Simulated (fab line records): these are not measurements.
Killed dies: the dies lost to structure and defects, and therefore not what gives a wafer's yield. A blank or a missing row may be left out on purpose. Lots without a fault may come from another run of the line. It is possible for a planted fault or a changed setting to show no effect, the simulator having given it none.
A single fault, viewed from 2 desks    flow n5 finfet    each desk has only its own numbers; what lay behind them comes last

## FROM THE METROLOGY DESK
What the gauges read, lot by lot, whatever tool the lot ran on: means of the sampled wafers that have a number. The brackets show how far a lot's mean lies from the usual mean; more than 4 standard deviations puts the lot out of limits, marked OUT. Only the readings that lie furthest out on some lot appear, 7 of the 11 it has.
Columns: A = DIBL_P at N5_BEOL_M4_RC_MEAS_101, usual 35.8 mV/V; B = IOFF_P at N5_BEOL_M4_RC_MEAS_101, usual 0.20 nA/um; C = ION_N at N5_BEOL_M4_RC_MEAS_101, usual 670 uA/um; D = ION_P at N5_BEOL_M4_RC_MEAS_101, usual 459 uA/um; E = REXT_N at N5_BEOL_M4_RC_MEAS_101, usual 75.1 ohm.um; F = SS_N at N5_BEOL_M4_RC_MEAS_101, usual 71.5 mV/dec; G = VT_P at N5_BEOL_M4_RC_MEAS_101, usual -252 mV
lot   first seen here  A     B     C    D    E     F     G
L795  day 9 08:02      36.2  0.22  673  464  76.3  72.1  -246
L796  day 9 11:49      34.2  0.18  660  455  73.4  71.3  -254
L797  day 9 13:56      35.6  0.19  672  461  75.2  70.9  -253
L798  day 9 22:49      36.4  0.20  668  454  73.8  71.8  -252
L800  day 10 22:27     36.0  0.22  664  467  75.1  71.4  -247
L801  day 10 23:28     36.0  0.19  666  453  75.0  71.3  -252
L802  day 11 01:23     33.3  0.18  659  459  72.3  70.9  -251
L803  day 11 05:56     34.4  0.16  655  446  73.6  71.6  -256
L804  day 11 07:01     35.4  0.19  666  459  77.2  71.5  -251
L814  day 14 05:24     33.9  0.18  674  462  72.5  71.9  -252
Finding of this desk: none of the 10 lots has anything out of limits.

## FOR THE TOOL OWNER'S DESK: ald sin-04
The tool's own readings at N5_SPACER0_ALD_08 (deposits SiNx, target thk 2 nm): means of the sampled wafers that have a number, for each lot that ran on this tool. The brackets show how far a lot's mean lies from the usual mean; more than 4 standard deviations puts the lot out of limits, marked OUT.
Columns: A = heater power w at N5_SPACER0_ALD_08, usual 843 W
lot   first seen here  A
L795  day 2 23:53      846
L796  day 3 07:03      829
L798  day 4 00:10      905
L800  day 4 08:35      874
L801  day 4 12:27      906
L803  day 5 03:58      888
L814  day 7 19:44      886
Finding of this desk: none of the 7 lots has anything out of limits.

## BROUGHT TOGETHER
At the metrology desk, nothing out of limits was observed.
The desk of the tool owner found nothing out of limits.

## WHAT THE SIMULATOR PUT IN
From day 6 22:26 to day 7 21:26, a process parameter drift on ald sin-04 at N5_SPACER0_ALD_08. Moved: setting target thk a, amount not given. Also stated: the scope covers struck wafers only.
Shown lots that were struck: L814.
